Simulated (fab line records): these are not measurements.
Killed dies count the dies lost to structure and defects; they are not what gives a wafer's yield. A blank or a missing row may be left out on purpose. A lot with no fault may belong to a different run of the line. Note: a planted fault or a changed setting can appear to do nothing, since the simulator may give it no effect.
Chamber matching | flow nand_harc | NHARC_P_M2_ETCH_35 on rie_diel-07: 4 sister chambers
The step etches the open film in N2/H2, target depth 40 nm, overetch 12 nm, time 43.94 s. 8 wafers are shown with their chamber, then 12 later ones without.

== WAFERS, EACH WITH ITS CHAMBER ==
wafer  | chamber | rf_vpp_V (V) | oes_product_au (a.u.)
L078.2 | 2       | 430.7        | 0.991
L082.3 | 0       | 430.2        | 0.990
L082.4 | 2       | 429.3        | 1.001
L087.3 | 1       | 427.8        | 1.002
L087.5 | 3       | 431.0        | 0.994
L088.1 | 3       | 430.2        | 0.993
L088.2 | 0       | 431.7        | 0.991
L088.4 | 1       | 426.9        | 1.009

== WAFERS WHOSE CHAMBER IS MISSING ==
wafer  | rf_vpp_V (V) | oes_product_au (a.u.)
L094.2 | 426.6        | 0.996
L094.4 | 431.4        | 0.997
L094.6 | 427.1        | 0.998
L095.2 | 432.8        | 0.993
L095.5 | 425.8        | 1.007
L095.6 | 430.4        | 1.006
L097.1 | 430.4        | 0.992
L097.2 | 429.9        | 0.998
L097.5 | 428.0        | 0.997
L096.1 | 430.6        | 1.004
L096.5 | 428.3        | 1.006
L096.6 | 425.9        | 1.002

== CHAMBER TAKEN BY EACH ==
wafer  | from the rows above               | in truth
L094.2 | can't be placed: 1 or 2           | 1
L094.4 | can't be placed: 3 or 0 or 2      | 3
L094.6 | can't be placed: 1 or 2           | 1
L095.2 | can't be placed: 0 or 3 or 2      | 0
L095.5 | 1                                 | 1
L095.6 | can't be placed: 2 or 3 or 0 or 1 | 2
L097.1 | can't be placed: 3 or 0 or 2      | 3
L097.2 | can't be placed: 2 or 3 or 0      | 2
L097.5 | can't be placed: 1 or 2 or 3 or 0 | 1
L096.1 | can't be placed: 2 or 3 or 0 or 1 | 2
L096.5 | can't be placed: 1 or 2           | 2
L096.6 | 1                                 | 1
Placed correctly: 2 of 12. Not placeable from these rows: 10 (in 10, the candidates include the true chamber). 0 placed wrongly.
How it was worked out, from the rows above alone: a wafer's distance from a chamber is the root of the sum, over the readings, of the square of ((its reading less the chamber's mean) divided by the reading's scatter). The wafer belongs to the nearest chamber; if the next one is less than 2 further off, it can't be placed. For every chamber, the mean is computed from those of its wafers that are shown. How the scatter is found: for the shown wafers, subtract from each reading the mean of its chamber, square and add these, divide the total by (wafers less chambers), then take the root.
